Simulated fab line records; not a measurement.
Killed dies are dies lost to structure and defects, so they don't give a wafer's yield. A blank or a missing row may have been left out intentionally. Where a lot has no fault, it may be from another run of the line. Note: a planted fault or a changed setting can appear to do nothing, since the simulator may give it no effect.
Matching of chambers    flow nand-harc    3 sister chambers for NHARC_A_M0_DEP_32 on pecvd-01
The step deposits SiCN, target thk 30 nm. 6 wafers are shown with their chamber, then 11 later ones without.

## WAFERS WITH THEIR CHAMBER
wafer   chamber  heater-power-w (W)  chamber-pressure-Torr (Torr)
L089.3  0        659                 3.007
L089.4  2        605                 2.997
L091.1  0        679                 2.991
L091.3  1        489                 3.004
L091.5  2        651                 2.995
L092.1  1        464                 2.999

## WAFERS WHOSE CHAMBER IS MISSING
wafer   heater-power-w (W)  chamber-pressure-Torr (Torr)
L092.4  649                 3.014
L092.5  467                 3.003
L093.2  662                 2.996
L093.4  667                 3.006
L093.5  490                 3.006
L094.2  654                 3.005
L094.4  649                 2.993
L094.5  590                 2.996
L095.4  503                 2.991
L095.5  609                 3.003
L095.6  613                 3.002

## WHICH CHAMBER EACH ONE RAN IN
wafer   from the rows above      in truth
L092.4  can't be placed: 0 or 2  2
L092.5  1                        1
L093.2  can't be placed: 0 or 2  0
L093.4  can't be placed: 0 or 2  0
L093.5  1                        1
L094.2  can't be placed: 0 or 2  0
L094.4  can't be placed: 2 or 0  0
L094.5  can't be placed: 2 or 0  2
L095.4  1                        1
L095.5  can't be placed: 2 or 0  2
L095.6  can't be placed: 2 or 0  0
Correctly placed: 3 of 11. These rows do not allow placing 8 (true chamber among the candidates in 8). Wrongly placed: 0.
How it was worked out, from the rows above alone: a wafer's distance from a chamber is the root of the sum, over the readings, of the square of ((its reading less the chamber's mean) divided by the reading's scatter). The wafer belongs to the nearest chamber; if the next one is less than 2 further off, it can't be placed. Each chamber's mean is taken over the wafers shown for it. The scatter is the square root of a quotient: the sum, over the shown wafers, of each reading's squared deviation from its chamber's mean, divided by wafers minus chambers.
